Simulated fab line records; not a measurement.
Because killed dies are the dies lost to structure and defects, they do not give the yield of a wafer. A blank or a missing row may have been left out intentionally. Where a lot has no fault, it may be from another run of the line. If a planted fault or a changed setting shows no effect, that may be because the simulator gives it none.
Which of the tools did it? :: flow n5 finfet :: 32 wafers from 11 lots sampled at 5 of the route's 1938 steps

== WHAT EACH GAUGE READ, for each wafer ==
No reading from a measuring or inspecting step in the record can be judged against a usual standard deviation.

== WHICH TOOL RAN EACH LOT (tool, then ch and the chambers of the sampled wafers, then the start) ==
lot: L542
N5_BEOL_M10_PRE_CLEAN_45: pvd sputter-02, day 9 15:41
N5_BEOL_M15_PRE_CLEAN_42: pvd sputter-01, day 11 00:02
N5_MIM_BOT_ETCH_STRIP_01: rie diel-04 ch 0,1,2, day 11 09:00
N5_PASSIVATION_ETCH_54: rie diel-05 ch 2,3, day 11 18:12
N5_PASSIVATION_PROBE_49: -

lot: L543
N5_BEOL_M10_PRE_CLEAN_45: pvd sputter-02, day 10 00:35
N5_BEOL_M15_PRE_CLEAN_42: pvd sputter-02, day 11 14:48
N5_MIM_BOT_ETCH_STRIP_01: rie diel-05 ch 2,3, day 11 19:58
N5_PASSIVATION_ETCH_54: rie diel-01 ch 2,3, day 12 01:38
N5_PASSIVATION_PROBE_49: -

lot: L545
N5_BEOL_M10_PRE_CLEAN_45: pvd sputter-03, day 10 09:16
N5_BEOL_M15_PRE_CLEAN_42: pvd sputter-03, day 11 14:59
N5_MIM_BOT_ETCH_STRIP_01: rie diel-04 ch 2,3, day 11 20:13
N5_PASSIVATION_ETCH_54: rie diel-04 ch 0,2,3, day 12 01:47
N5_PASSIVATION_PROBE_49: -

lot: L546
N5_BEOL_M10_PRE_CLEAN_45: pvd sputter-03, day 10 12:15
N5_BEOL_M15_PRE_CLEAN_42: pvd sputter-03, day 12 02:38
N5_MIM_BOT_ETCH_STRIP_01: rie diel-04 ch 1,3, day 12 07:59
N5_PASSIVATION_ETCH_54: rie diel-01 ch 1,2, day 12 15:22
N5_PASSIVATION_PROBE_49: -

lot: L544
N5_BEOL_M10_PRE_CLEAN_45: pvd sputter-02, day 10 15:15
N5_BEOL_M15_PRE_CLEAN_42: pvd sputter-03, day 12 05:00
N5_MIM_BOT_ETCH_STRIP_01: rie diel-04 ch 0,1,3, day 12 11:08
N5_PASSIVATION_ETCH_54: rie diel-05 ch 0,1, day 12 15:53
N5_PASSIVATION_PROBE_49: -

lot: L548
N5_BEOL_M10_PRE_CLEAN_45: pvd sputter-03, day 10 22:22
N5_BEOL_M15_PRE_CLEAN_42: pvd sputter-02, day 12 12:25
N5_MIM_BOT_ETCH_STRIP_01: rie diel-01 ch 1,2, day 12 19:43
N5_PASSIVATION_ETCH_54: rie diel-04 ch 1,2,3, day 13 00:32
N5_PASSIVATION_PROBE_49: -

lot: L547
N5_BEOL_M10_PRE_CLEAN_45: pvd sputter-01, day 11 08:08
N5_BEOL_M15_PRE_CLEAN_42: pvd sputter-01, day 12 15:26
N5_MIM_BOT_ETCH_STRIP_01: rie diel-04 ch 1,3, day 12 21:22
N5_PASSIVATION_ETCH_54: rie diel-01 ch 0,2, day 13 05:16
N5_PASSIVATION_PROBE_49: -

lot: L549
N5_BEOL_M10_PRE_CLEAN_45: pvd sputter-03, day 12 02:18
N5_BEOL_M15_PRE_CLEAN_42: pvd sputter-01, day 13 11:14
N5_MIM_BOT_ETCH_STRIP_01: rie diel-01 ch 2,3, day 13 17:47
N5_PASSIVATION_ETCH_54: rie diel-01 ch 0,1, day 13 22:21
N5_PASSIVATION_PROBE_49: prober-01, day 14 01:11

lot: L555
N5_BEOL_M10_PRE_CLEAN_45: pvd sputter-03, day 13 05:39
N5_BEOL_M15_PRE_CLEAN_42: pvd sputter-02, day 14 15:14
N5_MIM_BOT_ETCH_STRIP_01: rie diel-05 ch 1,2, day 14 22:18
N5_PASSIVATION_ETCH_54: rie diel-04 ch 0,3, day 15 05:58
N5_PASSIVATION_PROBE_49: prober-02, day 15 09:52

lot: L560
N5_BEOL_M10_PRE_CLEAN_45: pvd sputter-01, day 14 19:38
N5_BEOL_M15_PRE_CLEAN_42: pvd sputter-01, day 16 02:44
N5_MIM_BOT_ETCH_STRIP_01: rie diel-04 ch 1,2,3, day 16 12:03
N5_PASSIVATION_ETCH_54: rie diel-04 ch 0,3, day 16 20:18
N5_PASSIVATION_PROBE_49: -

lot: L564
N5_BEOL_M10_PRE_CLEAN_45: pvd sputter-02, day 15 21:14
N5_BEOL_M15_PRE_CLEAN_42: pvd sputter-03, day 17 02:27
N5_MIM_BOT_ETCH_STRIP_01: rie diel-01 ch 2,3, day 17 09:31
N5_PASSIVATION_ETCH_54: rie diel-04 ch 0,2,3, day 17 14:43
N5_PASSIVATION_PROBE_49: -
- N5_BEOL_M10_PRE_CLEAN_45: time 30 s.
- N5_BEOL_M15_PRE_CLEAN_42: time 30 s.
- N5_MIM_BOT_ETCH_STRIP_01: strips in O2.
- N5_PASSIVATION_ETCH_54: etches SiO2 in CHF3/O2, target depth 880 nm, time 440 s.
- N5_PASSIVATION_PROBE_49

== AS READ BY THE TOOLS THEMSELVES (means over the sampled wafers that have a number; for cases with no such wafer, the mark the record gives instead) ==
N5_BEOL_M10_PRE_CLEAN_45. Usual: heater power w reads 324 W (standard deviation 26).
lot: L542
tool: pvd sputter-02
heater power w (W): 342
flag: 

lot: L543
tool: pvd sputter-02
heater power w (W): 345
flag: 

lot: L545
tool: pvd sputter-03
heater power w (W): 319
flag: 

lot: L546
tool: pvd sputter-03
heater power w (W): 326
flag: 

lot: L544
tool: pvd sputter-02
heater power w (W): 338
flag: 

lot: L548
tool: pvd sputter-03
heater power w (W): 309
flag: 

lot: L547
tool: pvd sputter-01
heater power w (W): 342
flag: 

lot: L549
tool: pvd sputter-03
heater power w (W): 308
flag: 

lot: L555
tool: pvd sputter-03
heater power w (W): 305
flag: 

lot: L560
tool: pvd sputter-01
heater power w (W): 345
flag: 

lot: L564
tool: pvd sputter-02
heater power w (W): 342
flag: 

N5_BEOL_M15_PRE_CLEAN_42. Usual: heater power w reads 452 W (standard deviation 36).
lot: L542
tool: pvd sputter-01
heater power w (W): 484
flag: 

lot: L543
tool: pvd sputter-02
heater power w (W): 431
flag: 

lot: L545
tool: pvd sputter-03
heater power w (W): 451
flag: 

lot: L546
tool: pvd sputter-03
heater power w (W): 440
flag: 

lot: L544
tool: pvd sputter-03
heater power w (W): 452
flag: 

lot: L548
tool: pvd sputter-02
heater power w (W): 470
flag: 

lot: L547
tool: pvd sputter-01
heater power w (W): 432
flag: 

lot: L549
tool: pvd sputter-01
heater power w (W): 525
flag: 

lot: L555
tool: pvd sputter-02
heater power w (W): 435
flag: 

lot: L560
tool: pvd sputter-01
heater power w (W): 510
flag: 

lot: L564
tool: pvd sputter-03
heater power w (W): 420
flag: 

N5_MIM_BOT_ETCH_STRIP_01. Usual: drypump motor current A 5.3 A, standard deviation 0.51; oes product au 0.82 a.u., standard deviation 0.092; rf vpp V 3.7 V, standard deviation 1.3; showerhead plenum p Torr 2.08 Torr, standard deviation 0.087; throttle valve pct 16.56 %, standard deviation 0.21.
lot: L542
tool: rie diel-04
drypump motor current A (A): 5.3
oes product au (a.u.): 0.84
rf vpp V (V): 2.8
showerhead plenum p Torr (Torr): 2.10
throttle valve pct (%): 16.61
flag: 

lot: L543
tool: rie diel-05
drypump motor current A (A): 5.0
oes product au (a.u.): 0.74
rf vpp V (V): 3.3
showerhead plenum p Torr (Torr): 2.04
throttle valve pct (%): 16.74
flag: 

lot: L545
tool: rie diel-04
drypump motor current A (A): 5.2
oes product au (a.u.): 0.69
rf vpp V (V): 3.4
showerhead plenum p Torr (Torr): 2.06
throttle valve pct (%): 16.78
flag: 

lot: L546
tool: rie diel-04
drypump motor current A (A): 5.0
oes product au (a.u.): 0.74
rf vpp V (V): 2.2
showerhead plenum p Torr (Torr): 2.17
throttle valve pct (%): 16.81
flag: 

lot: L544
tool: rie diel-04
drypump motor current A (A): 5.2
oes product au (a.u.): 0.82
rf vpp V (V): 3.8
showerhead plenum p Torr (Torr): 2.13
throttle valve pct (%): 16.65
flag: 

lot: L548
tool: rie diel-01
drypump motor current A (A): 5.8
oes product au (a.u.): 0.85
rf vpp V (V): 4.8
showerhead plenum p Torr (Torr): 2.07
throttle valve pct (%): 16.54
flag: 

lot: L547
tool: rie diel-04
drypump motor current A (A): 5.0
oes product au (a.u.): 0.76
rf vpp V (V): 5.5
showerhead plenum p Torr (Torr): 2.19
throttle valve pct (%): 16.76
flag: 

lot: L549
tool: rie diel-01
drypump motor current A (A): 5.3
oes product au (a.u.): 0.90
rf vpp V (V): 4.7
showerhead plenum p Torr (Torr): 2.05
throttle valve pct (%): 16.38
flag: 

lot: L555
tool: rie diel-05
drypump motor current A (A): 6.0
oes product au (a.u.): 0.74
rf vpp V (V): 3.8
showerhead plenum p Torr (Torr): 2.03
throttle valve pct (%): 16.63
flag: 

lot: L560
tool: rie diel-04
drypump motor current A (A): 5.1
oes product au (a.u.): 0.91
rf vpp V (V): 2.5
showerhead plenum p Torr (Torr): 2.21
throttle valve pct (%): 16.44
flag: 

lot: L564
tool: rie diel-01
drypump motor current A (A): 5.8
oes product au (a.u.): 0.85
rf vpp V (V): 3.5
showerhead plenum p Torr (Torr): 2.03
throttle valve pct (%): 16.43
flag: 

N5_PASSIVATION_ETCH_54. Usual: drypump motor current A 5.4 A, standard deviation 0.58; oes product au 0.83 a.u., standard deviation 0.086; rf vpp V 526 V, standard deviation 15; showerhead plenum p Torr 2.39 Torr, standard deviation 0.085; throttle valve pct 18.65 %, standard deviation 0.26.
lot: L542
tool: rie diel-05
drypump motor current A (A): 5.1
oes product au (a.u.): 0.77
rf vpp V (V): 518
showerhead plenum p Torr (Torr): 2.39
throttle valve pct (%): 18.63
flag: 

lot: L543
tool: rie diel-01
drypump motor current A (A): 5.4
oes product au (a.u.): 0.92
rf vpp V (V): 522
showerhead plenum p Torr (Torr): 2.34
throttle valve pct (%): 18.36
flag: 

lot: L545
tool: rie diel-04
drypump motor current A (A): 5.2
oes product au (a.u.): 0.76
rf vpp V (V): 531
showerhead plenum p Torr (Torr): 2.38
throttle valve pct (%): 18.89
flag: 

lot: L546
tool: rie diel-01
drypump motor current A (A): 5.8
oes product au (a.u.): 0.83
rf vpp V (V): 510
showerhead plenum p Torr (Torr): 2.39
throttle valve pct (%): 18.75
flag: 

lot: L544
tool: rie diel-05
drypump motor current A (A): 6.2
oes product au (a.u.): 0.77
rf vpp V (V): 529
showerhead plenum p Torr (Torr): 2.32
throttle valve pct (%): 18.76
flag: 

lot: L548
tool: rie diel-04
drypump motor current A (A): 5.1
oes product au (a.u.): 0.74
rf vpp V (V): 535
showerhead plenum p Torr (Torr): 2.43
throttle valve pct (%): 18.76
flag: 

lot: L547
tool: rie diel-01
drypump motor current A (A): 5.6
oes product au (a.u.): 0.88
rf vpp V (V): 530
showerhead plenum p Torr (Torr): 2.35
throttle valve pct (%): 18.65
flag: 

lot: L549
tool: rie diel-01
drypump motor current A (A): 4.8
oes product au (a.u.): 0.74
rf vpp V (V): 520
showerhead plenum p Torr (Torr): 2.44
throttle valve pct (%): 18.96
flag: 

lot: L555
tool: rie diel-04
drypump motor current A (A): 5.0
oes product au (a.u.): 0.91
rf vpp V (V): 547
showerhead plenum p Torr (Torr): 2.44
throttle valve pct (%): 18.84
flag: 

lot: L560
tool: rie diel-04
drypump motor current A (A): 5.3
oes product au (a.u.): 0.87
rf vpp V (V): 539
showerhead plenum p Torr (Torr): 2.38
throttle valve pct (%): 18.90
flag: 

lot: L564
tool: rie diel-04
drypump motor current A (A): 5.2
oes product au (a.u.): 0.88
rf vpp V (V): 534
showerhead plenum p Torr (Torr): 2.46
throttle valve pct (%): 18.65
flag: 

N5_PASSIVATION_PROBE_49. Usual: defect limited yield 91.1 %, standard deviation 1.5; killed_at_M0_to_M3 35, standard deviation 11; killed_at_M4_up 13, standard deviation 5.7; killed at contacts 12, standard deviation 5.7; killed at front end 40, standard deviation 11; killed at other 4, standard deviation 4.4; killed dies 105, standard deviation 18; killed on rim 14, standard deviation 3.9; killed open 68, standard deviation 14; killed short 34, standard deviation 7.4; sort_bin_5_function 5.2 %, standard deviation 1; sort_bin_6_memory 3.3 %, standard deviation 0.67; sort_bin_8_speed 0.04 %, standard deviation 0.29; sort n pass 1074, standard deviation 18; sort yield pct 91.0 %, standard deviation 1.5.
lot: L549
tool: prober-01
defect limited yield (%): 81.8
killed_at_M0_to_M3: 35
killed_at_M4_up: 122
killed at contacts: 8
killed at front end: 48
killed at other: 2
killed dies: 214
killed on rim: 29
killed open: 66
killed short: 33
sort_bin_5_function (%): 11.5
sort_bin_6_memory (%): 3.9
sort_bin_8_speed (%): 0.00
sort n pass: 966
sort yield pct (%): 81.8
flag: OFF

lot: L555
tool: prober-02
defect limited yield (%): 82.1
killed_at_M0_to_M3: 25
killed_at_M4_up: 129
killed at contacts: 18
killed at front end: 38
killed at other: 2
killed dies: 212
killed on rim: 29
killed open: 71
killed short: 29
sort_bin_5_function (%): 11.0
sort_bin_6_memory (%): 4.2
sort_bin_8_speed (%): 0.00
sort n pass: 968
sort yield pct (%): 82.1
flag: OFF

== THE ANSWER, worked out from the rows above alone ==
Rule: lot off if the mean of its wafers having a number is beyond 3 standard deviations from the usual mean. Also off: a lot with no number at a reading for which 4 or more lots have one. All remaining lots with rows at the step are treated as sound. Order of review: gauges by route order, followed by the tools' own readings, for which a lot's mean as printed above is used. The first step at which some lot is off is used, and at that step the reading that is off furthest; a lot without a number counts as furthest.
Off, at N5_PASSIVATION_PROBE_49 on killed_at_M4_up: L549, L555. Neither off nor sound, because the step has no rows for them: L542, L543, L545, L546, L544, L548, L547, L560, L564.
If a tool, at that step or one of the process steps before it, ran each lot that is off and ran no sound lot following the first of them, it fits. One fits: N5_BEOL_M10_PRE_CLEAN_45 on pvd sputter-03. It ran no sound lot before its first lot that is off in this sample, so the start can't be narrowed down.

== WHAT THE SIMULATOR PUT IN ==
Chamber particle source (pvd sputter-03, N5_BEOL_M10_PRE_CLEAN_45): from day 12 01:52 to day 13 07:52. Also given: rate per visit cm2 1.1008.
Lots struck among those shown: L549, L555. The rule above found the same.
